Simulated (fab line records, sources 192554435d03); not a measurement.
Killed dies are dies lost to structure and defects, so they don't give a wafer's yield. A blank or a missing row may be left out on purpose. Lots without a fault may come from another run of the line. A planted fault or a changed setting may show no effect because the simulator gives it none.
fab line records | flow n5_finfet
record lots=7 wafers=39
route steps=1938 shown FIN_CUT@173 DUMMY_GATE@243 SD_EPI_N@288 SD_EPI_P@321 SD_ACTIVATION@330 GATE_CUT@501
start_h: hours from the record's first day to the start of the lot's first wafer shown | wait_h: hours since the lot's step before | " the same as in the row above | L1.1+2: a row that stands for several wafers | - no value, or no start given | * or withheld: withheld | < > ~ a bound
route shown NAME@n: a module of which the file shows steps, and the number in the route of the first | usual: mean/standard deviation of fault-free wafers | same: alike in all rows | chamber/n: place in a boat | sites: the reading at each site | _std_site: their standard deviation | _edge_site: outer sites' mean less inner sites' | radius_mm: how far each site lies from the wafer's centre | mask NAME#n: copy n | behind: the tool/chamber that last shaped the wafer | hold: why the lot was held/for how many hours/how that ended | device: the transistor (n, p or np) that didn't switch | end of line: the same wafers' tests at the end of the route | a step without rows: its recipe alone | killed: dies lost to structure and defects at the first sort, not the wafer's yield | map: a wafer's dies, x killed, . not, _ none there
set.NAME: the setting as run; set.NAME@STEP: as run at that earlier step | model.NAME: the simulator's own value behind a step, which no gauge read
lots whose settings were changed on purpose; a table a step, a row a wafer
## steps
# step N5_FIN_CUT_CUT_ETCH_26
# recipe chemistry=CH3F/O2 target=SiNx target_depth_a=390 mask_material=SOC time_s=55.7 pressure_mtorr=30 source_w=395 bias_w=73 Ar_flow_sccm=150 CH3F_flow_sccm=30 O2_flow_sccm=20 ion_energy_ev=120
# columns lot.wafer tool chamber start_h wait_h set.target_depth_a model.etch.depth_nm
L077.1 rie_diel-04 2 45.73 0.0 422.3 42.28
L077.2 " 1 " " 422.3 43.52
L077.3 " 0 " " 390 39.06
L077.4 " 3 " " 422.3 41.95
L077.5 " 1 " " 390 40.44
L077.6 " 0 " " 390 39.42
L078.1 rie_diel-04 3 52.82 0.0 374.6 37.14
L078.2 " 2 " " 374.6 37.55
L078.3 " 1 " " 374.6 38.77
L078.4 " 0 " " 390 39.51
L078.5 " 0 " " 390 39.59
L078.6 " 3 " " 390 38.65
L080.1 rie_diel-05 2 64.50 0.0 361.4 36.33
L080.2 " 3 " " 361.4 35.74
L080.3 " 1 " " 361.4 35.96
L080.4 " 0 " " 390 38.58
L080.5 " 0 " " 390 38.43
L080.6 " 1 " " 390 38.85
L082.1 rie_diel-03 2 77.05 0.0 406.2 39.7
L082.2 " 3 " " 390 39.5
L082.3 " 1 " " 406.2 40.48
L082.4 " 0 " " 390 39.29
L082.5 " 1 " " 406.2 40.47
L082.6 " 0 " " 390 39.17
L084.1 rie_diel-04 2 87.72 0.0 416.8 40.87
L084.2 " 0 " " 390 38.49
L084.3 " 1 " " 416.8 42.37
L084.4 " 3 " " 390 38.18
L084.5 " 2 " " 390 38.41
L084.6 " 3 " " 416.8 40.54
L089.1 rie_diel-05 1 118.59 0.0 390 38.84
L089.2 " 0 " " 390 38.85
L089.3 " 3 " " 410 40.52
L089.4 " 2 " " 410 40.56
L089.5 " 1 " " 410 40.99
L089.6 " 2 " " 390 39.11
L092.2 rie_diel-04 2 135.91 0.0 390 39.52
L092.3 " 0 " " 390 38.66
L092.5 " 3 " " 390 38.19
# step N5_DUMMY_GATE_ETCH_31
# recipe chemistry=C4F6/O2 target=SiO2 mask_material=SOC target_depth_a=825 time_s=27.5 ion_energy_ev=250 pressure_mtorr=30 source_w=345 bias_w=185 Ar_flow_sccm=300 C4F6_flow_sccm=10 O2_flow_sccm=10
# columns lot.wafer tool chamber start_h wait_h set.target_depth_a model.etch.depth_nm
L077.1 rie_diel-04 3 64.32 0.1 825 81.16
L077.2 " 1 " " 729.3 74.89
L077.3 " 2 " " 825 82.25
L077.4 " 0 " " 729.3 73.56
L077.5 " 3 " " 729.3 71.8
L077.6 " 0 " " 825 83.07
L078.1 rie_diel-03 1 72.02 0.0 825 81.9
L078.2 " 2 " " 825 80.95
L078.3 " 3 " " 825 83.98
L078.4 " 0 " " 825 82.7
L078.5 " 1 " " 825 82.42
L078.6 " 0 " " 825 82.83
L080.1 rie_diel-05 1 88.48 0.0 825 82.79
L080.2 " 3 " " 864.3 85.5
L080.3 " 2 " " 864.3 86.05
L080.4 " 0 " " 864.3 85.85
L080.5 " 1 " " 825 81.19
L080.6 " 2 " " 825 81.9
L082.1 rie_diel-05 3 97.67 0.2 825 81.91
L082.2 " 2 " " 825 83.17
L082.3 " 1 " " 825 81.94
L082.4 " 0 " " 825 82.1
L082.5 " 0 " " 825 82.08
L082.6 " 1 " " 825 82.21
L084.1 rie_diel-03 0 106.32 0.1 825 82.37
L084.2 " 3 " " 825 84.38
L084.3 " 1 " " 825 81.29
L084.4 " 0 " " 825 82.22
L084.5 " 1 " " 825 82
L084.6 " 3 " " 825 83.14
L089.1+6 rie_diel-04 3 137.96 0.0 825 80.36
L089.2 " 2 " " 825 82.97
L089.3 " 1 " " 825 82.85
L089.4 " 0 " " 825 81.29
L089.5 " 0 " " 825 81.14
L092.2 rie_diel-05 0 154.76 0.1 825 80.56
L092.3 " 1 " " 825 80.44
L092.5 " 2 " " 825 81.57
# step N5_DUMMY_GATE_ETCH_42
# recipe chemistry=CHF3/O2 target=SiO2 target_depth_a=35 time_s=31 ion_energy_ev=30 bias_w=12 pressure_mtorr=30 source_w=600 Ar_flow_sccm=200 CHF3_flow_sccm=50 O2_flow_sccm=5
# usual rf_vpp_V=42.5/0.86
# columns lot.wafer tool chamber start_h wait_h set.bias_w rf_vpp_V
L077.1 rie_diel-04 3 64.82 0.0 12 41.8
L077.2 " 1 " " 12 42.7
L077.3 " 0 " " 12 42.7
L077.4 " 2 " " 12 41.5
L077.5 " 0 " " 12 42.0
L077.6 " 3 " " 12 41.8
L078.1 rie_diel-03 3 72.61 0.1 12 43.5
L078.2 " 2 " " 12 43.2
L078.3 " 1 " " 12 41.7
L078.4 " 0 " " 12 42.5
L078.5 " 2 " " 12 42.9
L078.6 " 1 " " 12 42.9
L080.1 rie_diel-05 2 88.97 0.0 13.56 46.8
L080.2 " 1 " " 13.56 45.1
L080.3 " 3 " " 12 41.6
L080.4 " 0 " " 12 41.6
L080.5 " 0 " " 13.56 46.5
L080.6 " 1 " " 12 40.6
L082.1 rie_diel-03 0 98.18 0.0 12 41.6
L082.2 " 3 " " 13.78 47.9
L082.3 " 1 " " 12 42.1
L082.4 " 0 " " 12 42.6
L082.5 " 3 " " 13.78 48.6
L082.6 " 1 " " 13.78 47.1
L084.1 rie_diel-04 1 106.81 0.0 9.802 38.0
L084.2 " 0 " " 12 41.6
L084.3 " 2 " " 9.802 35.5
L084.4 " 3 " " 9.802 37.4
L084.5 " 3 " " 12 43.7
L084.6 " 0 " " 12 42.3
L089.1 rie_diel-03 3 138.46 0.0 12.97 44.4
L089.2 " 1 " " 12 42.7
L089.3 " 2 " " 12.97 46.2
L089.4 " 0 " " 12 42.5
L089.5 " 1 " " 12 43.3
L089.6 " 2 " " 12.97 45.4
L092.2 rie_diel-03 3 155.27 0.0 12 41.8
L092.3 " 1 " " 12 42.8
L092.5 " 0 " " 12 41.8
# step N5_SD_EPI_N_EPI_21
# recipe material=Si:P dopant=P temp_c=680 pressure_torr=255 time_s=690
# columns lot.wafer tool chamber start_h wait_h set.temp_c model.Si-P_of_SD_EPI_N_EPI_21.thk_nm
L077.1+6 epi_rpcvd-03 0 68.45 0.1 680 58.6
L077.2 " 0 " " 674.7 53.2
L077.3 " 0 " " 674.7 52.4
L077.4 " 0 " " 674.7 52.8
L077.5 " 0 " " 680 57.6
L078.1+3 epi_rpcvd-02 0 75.59 0.1 678.4 58.2
L078.2 " 0 " " 680 60.4
L078.4 " 0 " " 680 59.2
L078.5 " 0 " " 680 59.4
L078.6 " 0 " " 678.4 58
L080.1 epi_rpcvd-03 0 92.13 0.1 680 58.6
L080.2+4 " 0 " " 680 58.2
L080.3 " 0 " " 685.1 63.8
L080.5+6 " 0 " " 685.1 63.4
L082.1 epi_rpcvd-04 0 102.46 0.2 680 58.4
L082.2+3+4 " 0 " " 680 59.2
L082.5 " 0 103.95 1.5 680 57.4
L082.6 " 0 " " 680 59
L084.1+2+3+4 epi_rpcvd-02 0 110.14 0.1 680 59.4
L084.5 " 0 111.26 1.1 680 60
L084.6 " 0 " " 680 59
L089.1 epi_rpcvd-03 0 142.05 0.1 676 54.6
L089.2 " 0 " " 676 55.2
L089.3 " 0 " " 680 58.6
L089.4 " 0 " " 680 58.4
L089.5 " 0 " " 676 54.2
L089.6 " 0 " " 680 59.2
L092.2 epi_rpcvd-03 0 158.55 0.4 680 58
L092.3 " 0 " " 680 58.4
L092.5 " 0 " " 680 57.6
# step N5_SD_EPI_N_PRECLEAN_24
# recipe chemistry=O3/DIW time_s=60 temp_c=22 o3_ppm=10
# columns lot.wafer tool chamber start_h wait_h set.temp_c@SD_EPI_N_EPI_21 model.Si-P_of_SD_EPI_N_EPI_21.thk_nm
L077.1+6 wet_bench-05 3,7 70.20 0.0 680 58.2
L077.2 " 0 " " 674.7 53
L077.3 " 1 " " 674.7 52
L077.4 " 2 " " 674.7 52.4
L077.5 " 6 " " 680 57.2
L078.1+3 wet_bench-02 4,2 77.34 0.0 678.4 57.8
L078.2 " 7 " " 680 60
L078.4 " 5 " " 680 58.8
L078.5 " 6 " " 680 59
L078.6 " 3 " " 678.4 57.6
L080.1 wet_bench-05 3 93.88 0.0 680 58.2
L080.2 " 4 " " 680 57.8
L080.3 " 6 " " 685.1 63.4
L080.4 " 7 " " 680 58
L080.5+6 " 2,5 " " 685.1 63
L082.1 wet_bench-01 5 104.77 0.0 680 58
L082.2+3+4 " 7,3,4 " " 680 58.8
L082.5 " 6 " " 680 57
L082.6 " 2 " " 680 58.6
L084.1+2+3+4 wet_bench-05 3,1,0,2 111.91 0.0 680 59
L084.5 " 6 " " 680 59.6
L084.6 " 7 " " 680 58.8
L089.1 wet_bench-05 5 143.82 0.0 676 54.2
L089.2 " 2 " " 676 54.8
L089.3 " 4 " " 680 58.2
L089.4 " 6 " " 680 58
L089.5 " 3 " " 676 54
L089.6 " 1 " " 680 58.8
L092.2 wet_bench-05 4 160.02 0.0 680 57.6
L092.3 " 1 " " 680 58
L092.5 " 6 " " 680 57.4
# step N5_SD_EPI_N_SRD_25
# recipe time_s=30 temp_c=23 rinse_liquid=diw dry=ipa_marangoni
# step N5_SD_EPI_N_PRECLEAN_49
# recipe chemistry=NF3:NH3 afs_cycles=1 temp_c=30 time_s=20 sublimation_temp_c=180 sublimation_time_s=60 pressure_torr=3 rf_power_w=30
# step N5_SD_EPI_P_EPI_21
# recipe material=SiGe:B dopant=B temp_c=550 pressure_torr=20 ambient=H2 time_s=355
# step N5_SD_EPI_P_HM_STRIP_48
# recipe chemistry=H3PO4 temp_c=160 material=SiNx target=SiNx target_depth_a=30 overetch_fraction=0.3
# columns lot.wafer tool chamber start_h wait_h set.temp_c@SD_EPI_N_EPI_21 model.Si-P_of_SD_EPI_N_EPI_21.thk_nm
L077.1+6 wet_bench-06 0,5 74.81 0.0 680 57.8
L077.2 " 3 " " 674.7 52.8
L077.3 " 2 " " 674.7 51.8
L077.4 " 4 " " 674.7 52.2
L077.5 " 1 " " 680 56.8
L078.1 wet_bench-06 5 81.80 0.0 678.4 57.6
L078.2 " 4 " " 680 59.6
L078.3+6 " 3,2 " " 678.4 57.4
L078.4+5 " 6,1 " " 680 58.6
L080.1 wet_bench-03 7 99.24 0.0 680 58
L080.2+4 " 6,4 " " 680 57.6
L080.3 " 3 " " 685.1 63.2
L080.5+6 " 5,2 " " 685.1 62.8
L082.1 wet_bench-03 3 109.23 0.0 680 57.8
L082.2 " 1 " " 680 58.4
L082.3+4 " 5,4 " " 680 58.6
L082.5 " 2 " " 680 56.8
L082.6 " 0 " " 680 58.2
L084.1+2+3 wet_bench-04 1,7,0 116.58 0.1 680 58.8
L084.4 " 3 " " 680 58.6
L084.5 " 6 " " 680 59.2
L084.6 " 2 " " 680 58.4
L089.1 wet_bench-03 3 148.43 0.0 676 54
L089.2 " 6 " " 676 54.6
L089.3 " 5 " " 680 58
L089.4 " 2 " " 680 57.8
L089.5 " 4 " " 676 53.6
L089.6 " 1 " " 680 58.6
L092.2 wet_bench-03 4 164.61 0.0 680 57.4
L092.3 " 6 " " 680 57.8
L092.5 " 2 " " 680 57
# step N5_SD_EPI_P_SRD_49
# recipe dry=ipa_marangoni time_s=30 temp_c=23 rinse_liquid=diw
# step N5_SD_EPI_P_PRECLEAN_24
# recipe chemistry=O3/DIW time_s=45 temp_c=22 o3_ppm=10
# step N5_SD_ACTIVATION_RTA_00
# recipe temp_c=975 time_s=0 ambient=N2 idle_temp_c=600 ramp_up_c_per_s=150 ramp_down_c_per_s=60 cool_to_c=600
# step N5_SD_ACTIVATION_LSA_01
# recipe temp_c=1080 time_s=0.0008 ambient=N2
# step N5_SD_ACTIVATION_RS_MEAS_03
# recipe thk_meas_gauge=four-point-probe
# usual RS_SD_N=21.93/0.26 RS_SD_P=56.1/0.99
# columns lot.wafer tool chamber start_h wait_h set.temp_c@SD_EPI_N_EPI_21 RS_SD_N[ohm/sq] RS_SD_P[ohm/sq]
L077.1 film_metro-01 - 75.38 0.2 680 22.24 57.1
L077.2 " - " " 674.7 24.32 57.8
L077.3 " - " " 674.7 24.59 57.9
L077.4 " - " " 674.7 24.37 58.1
L077.5 " - " " 680 22.39 57.1
L077.6 " - " " 680 22.22 57.4
L078.1 film_metro-02 - 82.40 0.2 678.4 22.20 56.4
L078.2 " - " " 680 21.50 57.1
L078.3 " - " " 678.4 22.29 57.1
L078.4 " - " " 680 21.85 57.9
L078.5 " - " " 680 21.89 57.1
L078.6 " - " " 678.4 22.24 57.0
L080.1 film_metro-02 - 100.04 0.2 680 21.94 57.1
L080.2 " - " " 680 22.08 56.9
L080.3 " - " " 685.1 20.31 57.1
L080.4 " - " " 680 22.11 57.6
L080.5 " - " " 685.1 20.38 56.0
L080.6 " - " " 685.1 20.27 57.7
L082.1 film_metro-01 - 109.93 0.2 680 22.20 56.4
L082.2 " - " " 680 21.96 56.7
L082.3 " - " " 680 22.03 57.0
L082.4 " - " " 680 21.98 56.1
L082.5 " - " " 680 22.49 56.1
L082.6 " - " " 680 22.13 56.3
L084.1 film_metro-02 - 117.22 0.2 680 21.48 56.3
L084.2 " - " " 680 21.88 55.8
L084.3 " - " " 680 21.84 56.1
L084.4 " - " " 680 21.67 56.0
L084.5 " - " " 680 21.61 56.4
L084.6 " - " " 680 22.00 55.5
L089.1 film_metro-02 - 149.00 0.2 676 23.57 55.8
L089.2 " - " " 676 23.26 55.0
L089.3 " - " " 680 21.95 54.7
L089.4 " - " " 680 22.12 55.1
L089.5 " - " " 676 23.65 55.5
L089.6 " - " " 680 21.56 54.3
L092.2 film_metro-01 - 165.33 0.2 680 22.23 55.5
L092.3 " - " " 680 22.19 55.2
L092.5 " - " " 680 22.43 54.9
# step N5_GATE_CUT_CUT_ETCH_54
# recipe chemistry=Cl2/BCl3 target=TiN mask_material=SiO2 target_depth_a=967 pressure_mtorr=10 icp_w=1000 bias_w=126 Cl2_flow_sccm=53.25 bcl3_flow_sccm=21.75 Ar_flow_sccm=25 ends=cleared
# usual etch_rf_on_time_s=36.3/0.64
# columns lot.wafer tool chamber start_h wait_h set.icp_w etch_rf_on_time_s
L077.1 rie_metal-01 0 100.73 0.0 1000 36.2
L077.2 " 1 " " 1000 37.2
L077.3 " 1 " " 1000 37.6
L077.4 " 0 " " 1000 35.7
L077.5 " 0 " " 1000 36.1
L077.6 " 1 " " 1000 37.5
L078.1 rie_metal-03 0 107.62 0.0 1000 35.6
L078.2 " 1 " " 1000 36.1
L078.3 " 0 " " 921.5 38.3
L078.4 " 1 " " 921.5 38.9
L078.5 " 0 " " 921.5 38.2
L078.6 " 1 " " 1000 36.6
L080.1 rie_metal-03 0 126.37 0.1 1120 32.3
L080.2 " 0 " " 1000 35.4
L080.3 " 0 " " 1120 32.0
L080.4 " 0 " " 1000 35.8
L080.5 " 0 " " 1120 32.3
L080.6 " 0 " " 1000 35.8
L082.1 rie_metal-01 0 135.51 0.0 1000 36.0
L082.2 " 1 " " 1000 37.4
L082.3 " 0 " " 1000 35.9
L082.4 " 1 " " 1000 37.2
L082.5 " 0 " " 1000 36.1
L082.6 " 1 " " 1000 37.6
L084.1 rie_metal-01 1 143.68 0.0 1189 31.7
L084.2 " 0 " " 1000 35.7
L084.3 " 1 " " 1000 37.3
L084.4 " 0 " " 1000 35.6
L084.5 " 0 " " 1189 31.0
L084.6 " 1 " " 1189 31.9
L089.1 rie_metal-01 0 174.10 0.1 1000 35.7
L089.2 " 0 " " 1000 35.9
L089.3 " 0 " " 1000 35.9
L089.4 " 0 " " 1000 35.7
L089.5 " 0 " " 1000 35.7
L089.6 " 0 " " 1000 35.7
L092.2 rie_metal-01 0 192.61 0.0 1000 35.8
L092.3 " 1 " " 1000 37.0
L092.5 " 1 " " 1000 37.5
## key
split step=N5_FIN_CUT_CUT_ETCH_26 setting=target_depth_a stated=390 by=wafer
response step=N5_FIN_CUT_CUT_ETCH_26 reading=model.etch.depth_nm change=+0.358 per=1% r=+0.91
split step=N5_DUMMY_GATE_ETCH_31 setting=target_depth_a stated=825 by=wafer
response step=N5_DUMMY_GATE_ETCH_31 reading=model.etch.depth_nm change=+0.762 per=1% r=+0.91
split step=N5_DUMMY_GATE_ETCH_42 setting=bias_w stated=12 by=wafer
response step=N5_DUMMY_GATE_ETCH_42 reading=rf_vpp_V change=+0.345 per=1% r=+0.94
split step=N5_SD_EPI_N_EPI_21 setting=temp_c stated=680 by=wafer
response step=N5_SD_EPI_N_EPI_21 reading=model.Si-P_of_SD_EPI_N_EPI_21.thk_nm change=+6.95 per=1% r=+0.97
response step=N5_SD_EPI_N_PRECLEAN_24 reading=model.Si-P_of_SD_EPI_N_EPI_21.thk_nm change=+6.86 per=1% r=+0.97
response step=N5_SD_EPI_P_HM_STRIP_48 reading=model.Si-P_of_SD_EPI_N_EPI_21.thk_nm change=+6.8 per=1% r=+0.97
response step=N5_SD_ACTIVATION_RS_MEAS_03 reading=RS_SD_N change=-2.57 per=1% r=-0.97
split step=N5_GATE_CUT_CUT_ETCH_54 setting=icp_w stated=1000 by=wafer
response step=N5_GATE_CUT_CUT_ETCH_54 reading=etch_rf_on_time_s change=* per=1% r=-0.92
